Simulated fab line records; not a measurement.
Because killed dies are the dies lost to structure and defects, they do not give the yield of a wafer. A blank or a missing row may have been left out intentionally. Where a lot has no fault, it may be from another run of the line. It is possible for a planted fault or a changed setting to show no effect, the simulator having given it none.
Which tool did it?    flow n5_finfet    30 wafers from 10 lots sampled at 5 of the route's 1938 steps

## WHAT THE GAUGES READ, wafer by wafer
Not one reading of a measure or inspect step in the record can be checked against a usual standard deviation.

## EACH LOT AND THE TOOL THAT RAN IT (in order: tool; ch and the chambers of the sampled wafers; start)
lot   N5_BEOL_M15_ETCH_57                 N5_BEOL_M15_ETCH_61                 N5_BEOL_M15_TRENCH_ETCH_34          N5_BEOL_M15_PRE_CLEAN_42      N5_PASSIVATION_PROBE_49
L779  rie_diel-03 ch 2,3, day 12 09:28    rie_diel-02 ch 0,3, day 12 10:22    rie_diel-02 ch 0,3, day 12 10:25    pvd_sputter-01, day 12 11:17  -
L781  rie_diel-03 ch 0,2,3, day 12 17:02  rie_diel-06 ch 0,1,2, day 12 18:12  rie_diel-06 ch 0,1,2, day 12 18:15  pvd_sputter-03, day 12 19:25  -
L783  rie_diel-02 ch 1,2, day 13 10:55    rie_diel-03 ch 2,3, day 13 11:56    rie_diel-03 ch 2,3, day 13 11:59    pvd_sputter-02, day 13 15:59  -
L785  rie_diel-06 ch 0,1,3, day 13 19:07  rie_diel-03 ch 0,2,3, day 13 20:08  rie_diel-03 ch 0,2,3, day 13 20:11  pvd_sputter-01, day 13 20:47  -
L789  rie_diel-06 ch 0,3, day 16 13:02    rie_diel-03 ch 0,2,3, day 16 14:03  rie_diel-03 ch 0,2,3, day 16 14:06  pvd_sputter-03, day 16 15:35  -
L788  rie_diel-02 ch 1,3, day 17 03:07    rie_diel-02 ch 1,2, day 17 04:18    rie_diel-02 ch 1,2, day 17 04:21    pvd_sputter-02, day 17 08:08  prober-02, day 18 00:25
L797  rie_diel-06 ch 1,2, day 18 07:47    rie_diel-02 ch 0,2,3, day 18 08:58  rie_diel-02 ch 0,2,3, day 18 09:01  pvd_sputter-01, day 18 09:41  -
L799  rie_diel-02 ch 0,1,2, day 18 16:36  rie_diel-02 ch 0,1,3, day 18 17:30  rie_diel-02 ch 0,1,3, day 18 17:33  pvd_sputter-01, day 19 01:10  -
L802  rie_diel-06 ch 0,1,2, day 19 00:45  rie_diel-03 ch 0,1,3, day 19 01:56  rie_diel-03 ch 0,1,3, day 19 01:59  pvd_sputter-02, day 19 02:47  -
L801  rie_diel-03 ch 0,2,3, day 19 20:31  rie_diel-03 ch 0,1, day 19 21:24    rie_diel-03 ch 0,1, day 19 21:28    pvd_sputter-03, day 19 23:58  -
- N5_BEOL_M15_ETCH_57: etches SOC in N2/H2, time 750 s.
- N5_BEOL_M15_ETCH_61: etches BARC in N2/H2, target depth 89 nm, overetch 26.7 nm, time 67.9 s.
- N5_BEOL_M15_TRENCH_ETCH_34: etches SiO2 in C4F8/O2/Ar, target depth 872.93 nm, time 199 s.
- N5_BEOL_M15_PRE_CLEAN_42: time 30 s.
- N5_PASSIVATION_PROBE_49

## WHAT THE TOOLS THEMSELVES READ (means of the sampled wafers that have a number; where no wafer has one, the mark that the record gives instead)
N5_BEOL_M15_ETCH_57.
lot   tool         bias_w (W)  drypump_motor_current_A (A)  oes_product_au (a.u.)  rf_vpp_V (V)  showerhead_plenum_p_Torr (Torr)  throttle_valve_pct (%)
L779  rie_diel-03  351.0       5.4                          0.92                   528.2         2.71                             17.62
L781  rie_diel-03  350.2       5.2                          0.87                   526.4         2.63                             17.58
L783  rie_diel-02  350.1       6.1                          0.77                   526.1         2.61                             17.75
L785  rie_diel-06  350.3       5.4                          0.74                   522.6         2.54                             17.95
L789  rie_diel-06  349.9       5.4                          0.73                   522.9         2.50                             17.93
L788  rie_diel-02  350.9       6.1                          0.80                   522.8         2.53                             17.82
L797  rie_diel-06  349.8       5.9                          0.87                   524.3         2.53                             17.76
L799  rie_diel-02  349.2       6.0                          0.77                   524.7         2.54                             17.74
L802  rie_diel-06  350.7       5.8                          0.82                   522.5         2.49                             17.70
L801  rie_diel-03  350.6       5.2                          0.80                   525.4         2.60                             17.68

N5_BEOL_M15_ETCH_61.
lot   tool         bias_w (W)  drypump_motor_current_A (A)  oes_product_au (a.u.)  rf_vpp_V (V)  showerhead_plenum_p_Torr (Torr)  throttle_valve_pct (%)
L779  rie_diel-02  149.8       5.7                          0.72                   521.9         2.47                             17.88
L781  rie_diel-06  150.1       5.7                          0.66                   522.6         2.50                             17.88
L783  rie_diel-03  149.9       5.4                          0.75                   527.6         2.70                             17.72
L785  rie_diel-03  149.7       5.2                          0.73                   527.0         2.62                             17.71
L789  rie_diel-03  149.8       5.2                          0.71                   525.7         2.62                             17.74
L788  rie_diel-02  149.6       6.2                          0.67                   525.3         2.58                             17.82
L797  rie_diel-02  154.2       5.8                          0.64                   532.3         2.50                             18.03
L799  rie_diel-02  154.6       5.9                          0.67                   531.7         2.49                             17.96
L802  rie_diel-03  150.4       5.4                          0.70                   525.6         2.57                             17.76
L801  rie_diel-03  149.9       5.2                          0.68                   521.8         2.50                             17.75

N5_BEOL_M15_TRENCH_ETCH_34.
lot   tool         bias_w (W)  drypump_motor_current_A (A)  oes_ar_750_au (a.u.)  oes_f_703_au (a.u.)  oes_product_au (a.u.)  rf_vpp_V (V)  showerhead_plenum_p_Torr (Torr)  throttle_valve_pct (%)
L779  rie_diel-02  2041        5.7                          0.84                  0.84                 0.83                   2197          3.35                             31.04
L781  rie_diel-06  2047        5.8                          0.77                  0.77                 0.77                   2214          3.40                             30.94
L783  rie_diel-03  2039        5.4                          0.86                  0.86                 0.88                   2245          3.62                             30.74
L785  rie_diel-03  2039        5.2                          0.84                  0.84                 0.85                   2235          3.53                             30.77
L789  rie_diel-03  2043        5.2                          0.82                  0.82                 0.82                   2234          3.52                             30.78
L788  rie_diel-02  2044        6.3                          0.79                  0.79                 0.78                   2217          3.51                             30.94
L797  rie_diel-02  2036        5.8                          0.75                  0.76                 0.74                   2206          3.39                             31.08
L799  rie_diel-02  2038        5.9                          0.78                  0.79                 0.78                   2201          3.38                             31.06
L802  rie_diel-03  2038        5.4                          0.82                  0.82                 0.82                   2232          3.48                             30.81
L801  rie_diel-03  2042        5.2                          0.79                  0.78                 0.79                   2222          3.39                             30.82

N5_BEOL_M15_PRE_CLEAN_42.
lot   tool            heater_power_w (W)
L779  pvd_sputter-01  452
L781  pvd_sputter-03  444
L783  pvd_sputter-02  554
L785  pvd_sputter-01  458
L789  pvd_sputter-03  434
L788  pvd_sputter-02  517
L797  pvd_sputter-01  518
L799  pvd_sputter-01  446
L802  pvd_sputter-02  559
L801  pvd_sputter-03  444

N5_PASSIVATION_PROBE_49.
lot   tool       defect_limited_yield (%)  killed_at_M0_to_M3  killed_at_M4_up  killed_at_contacts  killed_at_front_end  killed_at_other  killed_dies  killed_on_rim  killed_open  killed_short  sort_bin_5_function (%)  sort_bin_6_memory (%)  sort_n_pass  sort_yield_pct (%)
L788  prober-02  93.4                      25                  14               8                   24                   6.7              78           8              52           24            4.2                      2.3                    1102         93.4

## THE ANSWER, worked out from the rows above alone
Rule: what is usual is taken from the lots themselves. Put in order of their means at a reading, lots are off if they are a third of the lots or fewer, leave a main group of 4 or more, and stand apart from it by a gap of 3 or more times the standard deviation of the main group's means; of several such gaps the widest counts. The tables above print the reading to a certain number of digits; a main group whose means all agree to those digits is not used. Also off: a lot with no number at a reading for which 4 or more lots have one. The other lots that the step has rows for count as sound. After the gauges, taken in route order, come the tools' own readings; for these a lot's mean is taken, as printed above. At the first step where some lot is off, the reading lying furthest off is the one used; lots without a number count as furthest.
Off at N5_BEOL_M15_ETCH_61 (bias_w): L797, L799. The main group: mean 149.9 W, standard deviation 0.23.
If a tool, at that step or one of the process steps before it, ran each lot that is off and ran no sound lot following the first of them, it fits. One fits: N5_BEOL_M15_ETCH_61 on rie_diel-02. Its last sound lot is L788 (day 17 04:18), its first lot that is off L797 (day 18 08:58): a fault that began between those two fits.
On the lots that are off, the tool's own readings at N5_BEOL_M15_ETCH_61 differ by more than 5 times the standard deviation of the sound lots' means, which bears it out; bias_w reads 154.4 W there versus 149.9 W on the sound lots.

## WHAT THE SIMULATOR HAD PUT IN
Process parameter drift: rie_diel-02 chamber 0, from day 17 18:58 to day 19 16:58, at N5_BEOL_M15_ETCH_61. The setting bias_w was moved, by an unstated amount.
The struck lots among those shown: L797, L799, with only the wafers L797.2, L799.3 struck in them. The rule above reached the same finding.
